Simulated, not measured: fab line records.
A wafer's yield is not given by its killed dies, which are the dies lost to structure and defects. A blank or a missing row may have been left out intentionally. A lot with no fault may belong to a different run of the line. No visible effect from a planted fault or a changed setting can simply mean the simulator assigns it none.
Struck lot and sound lot, side by side + flow nand harc + 14 steps out of a route of 1159
Sound: these wafers, L343.2, L343.3, L343.6. Wafers L345.3, L345.5, L345.6 were the ones struck. Last of all comes the cause.
For every step that has rows: the tool of each side, followed by ch and its chambers, followed by its first start. Under that, the readings that differ: sound wafers + struck wafers + difference of the means + sigmas: that difference in standard deviations of wafers without a fault.
alike: readings with means less than 2 such deviations apart, plus words and numbers identical on both sides. not compared: withheld readings, readings lacking a value on some wafer, bounds such as >300 that could conceal the same value, and numbers that have no deviation in the record and whose values overlap.
Wherever a step has rows on one side only, a row that says differs or no value, or a row with sigmas, the two part there. Numbers that don't overlap but have no deviation are shown without sigmas and don't part them. Lack of a reading on every wafer of one side parts them only where that side has two or more wafers.

first, 9 steps without rows for these wafers: NHARC_P_ZERO_WELL_STRIP_15 (strips in SPM, time 900 s); NHARC_P_ZERO_WELL_DEHYDRATE_16 (time 120 s); NHARC_P_ZERO_WELL_HMDS_17 (time 30 s); NHARC_P_ZERO_WELL_COAT_18; NHARC_P_ZERO_WELL_SOFTBAKE_19 (time 95 s); NHARC_P_ZERO_WELL_EBR_20; NHARC_P_ZERO_WELL_EXPOSE_21 (exposes mask P NWELL, target cd 720 nm); NHARC_P_ZERO_WELL_PEB_22 (peb time 85 s); NHARC_P_ZERO_WELL_DEVELOP_23 (time 70 s).
NHARC_P_ZERO_WELL_CD_MEAS_24: the cd target is 720 nm.
  sound on cd sem-03 ch 0, day 2 15:38; struck on cd sem-03 ch 0, day 3 02:37
  alike: cd nm
then, 1 step without rows for these wafers: NHARC_P_ZERO_WELL_HARDBAKE_25 (time 80 s).
NHARC_P_ZERO_WELL_DESCUM_26: chemistry O2, time 3 s.
  sound on rie diel-10 ch 0,1,3, day 2 15:48; struck on rie diel-10 ch 0,2,3, day 3 02:48
  alike: chamber pressure mTorr, drypump motor current A, oes product au, rf vpp V, showerhead plenum p Torr, throttle valve pct
  not compared: rf hours counter h
NHARC_P_ZERO_WELL_IMPLANT_27:
  sound on implanter-02 ch 0, day 2 15:58; struck on implanter-01 ch 0, day 3 03:25
  alike: faraday current uA
next, for these wafers, 1 step has no rows: NHARC_P_ZERO_WELL_IMPLANT_57.

WHERE THEY PART
Nowhere in this record.

WHY: the cause the simulator had injected
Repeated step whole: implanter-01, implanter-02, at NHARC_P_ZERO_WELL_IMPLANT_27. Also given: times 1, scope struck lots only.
